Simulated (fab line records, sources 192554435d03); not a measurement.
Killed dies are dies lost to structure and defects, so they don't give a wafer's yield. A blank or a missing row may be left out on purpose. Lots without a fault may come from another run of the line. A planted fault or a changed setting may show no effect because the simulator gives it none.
Chamber matching | flow n5_finfet | N5_PASSIVATION_PECVD_55 on pecvd-04: 3 sister chambers
The step deposits SiO2 from SiH4/N2O, target thk 400 nm, time 22.5 s. 3 wafers are shown with their chamber, then 12 later ones without.

WAFERS WITH THEIR CHAMBER
wafer  | chamber | showerhead_plenum_p_Torr (Torr)
L092.5 | 0       | 8.34
L091.3 | 1       | 8.28
L091.4 | 2       | 8.17

WAFERS WITHOUT THEIR CHAMBER
wafer  | showerhead_plenum_p_Torr (Torr)
L094.2 | 8.33
L094.5 | 8.30
L094.6 | 8.34
L095.1 | 8.27
L095.3 | 8.27
L095.4 | 8.18
L097.1 | 8.18
L097.2 | 8.33
L097.5 | 8.32
L096.4 | 8.27
L096.5 | 8.21
L096.6 | 8.34

WHICH CHAMBER EACH WENT THROUGH
wafer  | from the rows above     | in truth
L094.2 | 0                       | 0
L094.5 | can't be placed: 1 or 0 | 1
L094.6 | 0                       | 0
L095.1 | 1                       | 1
L095.3 | 1                       | 1
L095.4 | 2                       | 2
L097.1 | 2                       | 2
L097.2 | 0                       | 0
L097.5 | can't be placed: 0 or 1 | 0
L096.4 | 1                       | 1
L096.5 | can't be placed: 2 or 1 | 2
L096.6 | 0                       | 0
Placed correctly: 9 of 12. Can't be placed from these rows: 3 (the true chamber is among the candidates in 3). Placed wrongly: 0.
How it was worked out, from the rows above alone: a wafer's distance from a chamber is the root of the sum, over the readings, of the square of ((its reading less the chamber's mean) divided by the reading's scatter). The wafer belongs to the nearest chamber; if the next one is less than 2 further off, it can't be placed. A chamber's mean is the mean of its shown wafers. The scatter: with one shown wafer a chamber, the root of the mean of the squares of how far each hidden wafer lies from its nearest shown one.
